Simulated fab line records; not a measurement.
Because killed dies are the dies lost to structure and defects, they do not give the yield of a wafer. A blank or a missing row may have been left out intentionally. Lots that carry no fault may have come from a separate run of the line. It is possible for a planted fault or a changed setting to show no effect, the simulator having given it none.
8D (eight disciplines) problem report, filled in by code / flow n5Finfet / the parts of the form that need people (team, actions taken, sign-off) are left out

== 1. THE PROBLEM ==
Mean of spinSpeedRpm at N5_BEOL_M10_COAT_60: 1195.7 rpm across 6 wafers in 2 lots; on wafers with no fault it is 1499.9 rpm (standard deviation 0.9). So: -99 or more standard deviations from the usual mean.
The step: time 60 s, resist thk 30 nm.
Earliest sighting: wafer L551.1 on lithoTrack-02 at day 14 00:19. At this step, 33 wafers from 11 lots have a number in the record. By rule, "out" or "out of limits" means more than 4 standard deviations away from the usual mean. The rest of the wafers with a number are treated as sound.

== 2. WHAT IT IS; WHAT IT IS NOT ==
question=which readings at this step | is=spinSpeedRpm | is not=-
question=which lots | is=L551, L552 | is not=L544, L545, L546, L548, L559, L560, L562, L564, L565
question=which wafers of those lots | is=all that have a number | is not=-
question=read on which tools | is=lithoTrack-02 | is not=lithoTrack-01
question=when | is=from day 14 00:19 | is not=up to then (12 sound wafers); but 15 sound wafers of L559, L560, L562, L564, L565 came after

== 3. THE SUSPECTS, EACH WITH WHAT RULES IT OUT ==
Counting: any tool at a process step up to the reading is kept as a suspect provided that every lot that is out went through it and no sound lot did after the first of them.
- lithoTrack-02 at N5_BEOL_M10_COAT_60 (time 60 s, resist thk 30 nm): ruled out as a lasting fault. Following L551 (day 14 00:19), the first lot on it that is out, the sound lots L564 were run on it.
Left after counting: nothing in the record.

== 4. THE CAUSE (what the simulator had put in) ==
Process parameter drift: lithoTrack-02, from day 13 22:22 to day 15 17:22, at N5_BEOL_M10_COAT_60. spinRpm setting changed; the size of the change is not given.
Counting ruled it out, wrongly.

== 5. THE EFFECT CHAIN, in route order ==
Each row: a reading whose mean over the struck wafers that have a number lies more than 3 standard deviations from the usual. Only readings whose record carries a usual standard deviation are examined. hours: median over the lots of the time between each lot's start at the first step of this table that gives one and its start at this step. sigmas: the change, counted in usual standard deviations.
hours=0; step=N5_BEOL_M10_COAT_60; reading=spinSpeedRpm; usual=1499.9 rpm; on struck wafers=1195.7; change=-304.2; sigmas=-99 or more
hours=1; step=N5_BEOL_M10_ETCH_61; reading=etchRfOnTimeS; usual=64.8 s; on struck wafers=73.3; change=+8.5; sigmas=+11
Here are the process steps it includes:
- N5_BEOL_M10_COAT_60: time 60 s, resist thk 30 nm.
- N5_BEOL_M10_ETCH_61: etches SiARC in CF4, target depth 39 nm, time 65 s.

== 6. HOW IT WOULD HAVE BEEN CAUGHT EARLIER ==
2 hours passed between the start of the fault at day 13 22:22 and the first reading out of limits in this record, taken at day 14 00:19.
